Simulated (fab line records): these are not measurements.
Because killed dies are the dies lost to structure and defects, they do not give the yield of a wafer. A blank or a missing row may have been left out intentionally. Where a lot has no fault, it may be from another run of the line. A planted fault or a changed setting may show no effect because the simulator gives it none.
Chamber matching / flow nandHarc / rieDiel-04 running NHARC_A_STAIRCASE_ETCH_444: 4 sister chambers
The step etches the open film in C4F8/O2, target depth 20400 nm, time 6800 s. 14 wafers are shown with their chamber, then 7 later ones without.

== WAFERS, EACH WITH ITS CHAMBER ==
wafer=L075.1; chamber=0; rfVppV (V)=801; oesProductAu (a.u.)=0.924
wafer=L075.2; chamber=3; rfVppV (V)=807; oesProductAu (a.u.)=0.928
wafer=L075.4; chamber=2; rfVppV (V)=808; oesProductAu (a.u.)=0.923
wafer=L077.2; chamber=2; rfVppV (V)=808; oesProductAu (a.u.)=0.912
wafer=L077.5; chamber=0; rfVppV (V)=803; oesProductAu (a.u.)=0.915
wafer=L077.6; chamber=3; rfVppV (V)=806; oesProductAu (a.u.)=0.920
wafer=L080.2; chamber=0; rfVppV (V)=800; oesProductAu (a.u.)=0.930
wafer=L080.3; chamber=1; rfVppV (V)=814; oesProductAu (a.u.)=0.923
wafer=L080.5; chamber=0; rfVppV (V)=800; oesProductAu (a.u.)=0.925
wafer=L083.2; chamber=1; rfVppV (V)=815; oesProductAu (a.u.)=0.928
wafer=L083.5; chamber=1; rfVppV (V)=814; oesProductAu (a.u.)=0.927
wafer=L083.6; chamber=2; rfVppV (V)=806; oesProductAu (a.u.)=0.912
wafer=L084.2; chamber=3; rfVppV (V)=805; oesProductAu (a.u.)=0.933
wafer=L084.1; chamber=2; rfVppV (V)=806; oesProductAu (a.u.)=0.916

SIGNATURES (means of the wafers above)
reading=rfVppV; chamber 0=801.00; chamber 1=814.33; chamber 2=807.00; chamber 3=806.00; scatter within a chamber=1.13
reading=oesProductAu; chamber 0=0.92350; chamber 1=0.92600; chamber 2=0.91575; chamber 3=0.92700; scatter within a chamber=0.00546
Rule: for each reading, subtract the chamber's mean from the wafer's reading, divide by that reading's scatter and square the result; add these up over the readings and take the root, which gives the wafer's distance from the chamber. If the next closest chamber is less than 2 further off than the closest, the wafer can't be placed; otherwise it belongs to the closest. The scatter: the root of (the sum of the squares of (reading less its chamber's mean) over the shown wafers, divided by (wafers less chambers)).

== WAFERS WITHOUT THEIR CHAMBER ==
wafer=L084.4; rfVppV (V)=813; oesProductAu (a.u.)=0.934
wafer=L086.1; rfVppV (V)=806; oesProductAu (a.u.)=0.977
wafer=L086.6; rfVppV (V)=813; oesProductAu (a.u.)=0.960
wafer=L086.5; rfVppV (V)=805; oesProductAu (a.u.)=0.984
wafer=L089.4; rfVppV (V)=800; oesProductAu (a.u.)=0.965
wafer=L089.3; rfVppV (V)=805; oesProductAu (a.u.)=0.935
wafer=L089.6; rfVppV (V)=801; oesProductAu (a.u.)=0.954

== EACH ONE'S CHAMBER ==
wafer=L084.4; from the rows above=1; in truth=1
wafer=L086.1; from the rows above=can't be placed: 3 or 0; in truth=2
wafer=L086.6; from the rows above=1; in truth=1
wafer=L086.5; from the rows above=can't be placed: 3 or 0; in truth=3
wafer=L089.4; from the rows above=can't be placed: 0 or 3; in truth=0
wafer=L089.3; from the rows above=3; in truth=3
wafer=L089.6; from the rows above=can't be placed: 0 or 3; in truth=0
Correctly placed: 3 of 7. Unplaceable from these rows: 4, with the true chamber sitting among the candidates in 3. Placed wrongly: 0.
